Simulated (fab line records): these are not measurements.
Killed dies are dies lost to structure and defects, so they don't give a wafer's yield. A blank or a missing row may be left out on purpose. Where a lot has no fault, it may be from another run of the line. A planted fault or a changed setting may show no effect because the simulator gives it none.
Split-lot experiment	flow n5_finfet	7 lots, 21 wafers read, on a route of 1938 steps

== THE SPLIT ITSELF ==
At N5_BEOL_M1_TRENCH_ETCH_37 (etches SiOC in C4F6/O2, target depth 55.207 nm, time 29 s), the setting time_s was moved away from the recipe's 29 s on 10 of the 21 wafers read, by -19.0% to +17.7%. All remaining wafers had this setting at the recipe value.

== FROM THE SPLIT TO THE READING: what the file shows between them, 2 steps ==
- N5_BEOL_M1_ETCH_41: etches SiCN in CH3F/O2, target depth 31.9 nm, time 57.8 s
- N5_BEOL_M1_STRIP_97: strips in N2/H2, time 10 s

== THE READING ==
trench_depth_nm, in nm, at N5_BEOL_M1_OCD_MEAS_38. On this fab line, fault-free wafers typically give 55.1 nm with a standard deviation of 0.98 nm.

wafer	tool, chamber at the split	time_s as run, s	against the recipe	trench_depth_nm, nm	against lot-mates on the recipe
L076.1	rie_diel-06, 1	29	recipe	54.5	-
L076.3	rie_diel-06, 2	23.49	-19.0%	44.5	-10.0
L076.6	rie_diel-06, 0	23.49	-19.0%	44.8	-9.7
L082.2	rie_diel-06, 0	29	recipe	56.4	-
L082.4	rie_diel-06, 2	25.44	-12.3%	49.1	-6.9
L082.5	rie_diel-06, 1	29	recipe	55.6	-
L088.1	rie_diel-05, 0	29	recipe	56.4	-
L088.3	rie_diel-05, 1	29	recipe	55.8	-
L088.4	rie_diel-05, 3	29	recipe	54.7	-
L090.1	rie_diel-05, 3	31.48	+8.6%	59.7	no lot-mate on the recipe
L090.2	rie_diel-05, 0	31.48	+8.6%	60.9	no lot-mate on the recipe
L090.3	rie_diel-05, 1	31.48	+8.6%	60.2	no lot-mate on the recipe
L091.3	rie_diel-06, 0	34.01	+17.3%	64.1	+10.7
L091.4	rie_diel-06, 2	34.01	+17.3%	67.0	+13.6
L091.6	rie_diel-06, 3	29	recipe	53.4	-
L092.1	rie_diel-05, 3	29	recipe	54.8	-
L092.3	rie_diel-05, 1	34.12	+17.7%	65.2	+10.4
L092.4	rie_diel-05, 0	34.12	+17.7%	66.0	+11.2
L096.2	rie_diel-05, 0	29	recipe	56.7	-
L096.3	rie_diel-05, 2	29	recipe	55.1	-
L096.5	rie_diel-05, 3	29	recipe	54.8	-

THE FIT
A straight line over all 21 wafers: trench_depth_nm changes by +0.571 nm for each +1% of time_s; r = +0.99; the points scatter about the line by 0.92 nm.
The same after taking each lot's own level away (the mean of its wafers on the recipe; 18 wafers): +0.598 nm for each +1%; r = +0.99; scatter 1 nm.
On that fit, the largest move of time_s shifts the reading by 11 nm.
From 53.40 to 56.00 nm: that is the span of the lots' own levels, equal to 2.7 times the standard deviation above.
The two slopes are in agreement: the lot-to-lot level therefore moves the slope only a little.
Check: -11.3 nm against its lot-mates is what the line predicts for one of the wafers moved furthest among these (-19.0%) when that wafer is left out of the fit. It came out at -10 nm against them.

== OTHER SPLITS APPLIED TO THESE WAFERS ==
These wafers also went through other splits before the reading. Each is held against what the fit with the lots' levels taken away leaves over:
other split on the same wafers	wafers away from the commonest value	r with trench_depth_nm (lot level and that fit taken away)
N5_BEOL_M1_DESCUM_33 time_s	6	-0.30

== THE WHOLE CHAIN: every reading that the file lists as answering this split, in the file's order ==
step	what it does	reading	change (the file's fit)	r (the file's)
N5_BEOL_M1_TRENCH_ETCH_37	etches SiOC in C4F6/O2, target depth 55.207 nm, time 29 s	etch.depth_nm (the simulator's own value, which no gauge read)	+0.593 nm for each +1% of the setting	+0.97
N5_BEOL_M1_TRENCH_ETCH_37	etches SiOC in C4F6/O2, target depth 55.207 nm, time 29 s	BEOL_M1.feature_depth_nm (the simulator's own value, which no gauge read)	+0.595 nm for each +1% of the setting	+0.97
N5_BEOL_M1_OCD_MEAS_38		trench_depth_nm	+0.599 nm for each +1% of the setting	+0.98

== FILE'S OWN FIT ==
trench_depth_nm changes by +0.599 nm for each +1% of time_s, r = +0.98.
